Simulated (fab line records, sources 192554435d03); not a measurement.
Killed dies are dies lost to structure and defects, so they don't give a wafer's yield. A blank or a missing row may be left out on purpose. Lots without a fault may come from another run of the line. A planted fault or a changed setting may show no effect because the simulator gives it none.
One fault seen from 2 desks | flow n5_finfet | each desk has only its own numbers; what lay behind them comes last

THE TOOL OWNER'S DESK: pvd_sputter-03
The tool's own readings at N5_PASSIVATION_SPUTTER_20 (material TaN, target thk 50 nm): means of the sampled wafers that have a number, for each lot that ran on this tool. A lot is out of limits, marked OUT, if its mean lies more than 4 standard deviations from the usual mean; the brackets give that distance.
Columns: A = throttle_valve_pct at N5_PASSIVATION_SPUTTER_20, usual 29.6 %
lot  | first seen here | A
L174 | day 15 07:16    | 28.3
L176 | day 15 11:54    | 28.7
L181 | day 17 02:02    | 29.4
L185 | day 19 00:22    | 29.7
L189 | day 20 17:11    | 29.6
This desk's finding: nothing out of limits on any of the 5 lots.

THE DEFECT DESK
What the inspections along the route counted, lot by lot: means of the sampled wafers that have a number. A lot is out of limits, marked OUT, if its mean lies more than 4 standard deviations from the usual mean; the brackets give that distance.
Columns: A = raw_defect_count at N5_PASSIVATION_INSPECT_64, usual 2.1
lot  | first seen here | A
L169 | day 13 21:44    | 1.3
L174 | day 15 08:02    | 3.0
L176 | day 15 12:32    | 1.7
L179 | day 16 04:20    | 2.3
L181 | day 17 02:47    | 1.7
L188 | day 18 22:07    | 2.3
L185 | day 19 01:00    | 3.3
L190 | day 20 00:31    | 1.3
L191 | day 20 01:52    | 1.7
L192 | day 20 08:22    | 2.7
L189 | day 20 17:49    | 2.0
This desk's finding: nothing out of limits on any of the 11 lots.

PUT TOGETHER
The tool owner's desk saw nothing out of limits.
The defect desk saw nothing out of limits.

WHAT THE SIMULATOR HAD PUT IN
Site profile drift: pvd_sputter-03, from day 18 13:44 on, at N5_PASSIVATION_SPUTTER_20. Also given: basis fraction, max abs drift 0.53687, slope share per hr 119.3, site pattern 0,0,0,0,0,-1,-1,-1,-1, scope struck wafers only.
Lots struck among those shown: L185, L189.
